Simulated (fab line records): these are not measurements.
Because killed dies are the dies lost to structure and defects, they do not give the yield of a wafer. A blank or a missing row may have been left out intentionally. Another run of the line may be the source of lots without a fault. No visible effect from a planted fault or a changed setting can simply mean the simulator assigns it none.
Matching of chambers | flow nandHarc | NHARC_A_BONDPAD_CMP_19 on cmp-01 has 4 sister chambers
The step polishes, t overpolish 30 s, cu recess touch 16 s, target thk 169.82 nm. 4 wafers are shown with their chamber, then 8 later ones without.

WAFERS PAIRED WITH THEIR CHAMBERS
wafer  | chamber | motorCurrentA (A)
L862.2 | 0       | 12.0
L867.3 | 3       | 11.2
L867.6 | 2       | 9.7
L868.1 | 1       | 10.6

WAFERS WHOSE CHAMBER IS MISSING
wafer  | motorCurrentA (A)
L868.3 | 11.4
L868.6 | 9.5
L875.2 | 10.7
L875.3 | 11.1
L875.4 | 10.2
L877.1 | 11.2
L877.4 | 11.6
L877.6 | 9.8

EACH ONE'S CHAMBER
wafer  | from the rows above     | in truth
L868.3 | can't be placed: 3 or 0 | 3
L868.6 | 2                       | 2
L875.2 | can't be placed: 1 or 3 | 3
L875.3 | can't be placed: 3 or 1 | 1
L875.4 | can't be placed: 1 or 2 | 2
L877.1 | 3                       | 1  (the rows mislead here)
L877.4 | can't be placed: 0 or 3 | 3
L877.6 | 2                       | 2
Placed correctly: 2 of 8. From these rows, 5 cannot be placed; in 5 the true chamber is one of the candidates. 1 placed wrongly.
How it was worked out, from the rows above alone: a wafer's distance from a chamber is the root of the sum, over the readings, of the square of ((its reading less the chamber's mean) divided by the reading's scatter). The wafer belongs to the nearest chamber; if the next one is less than 2 further off, it can't be placed. The mean given for a chamber averages the wafers shown for that chamber. The scatter: with one shown wafer a chamber, the root of the mean of the squares of how far each hidden wafer lies from its nearest shown one.
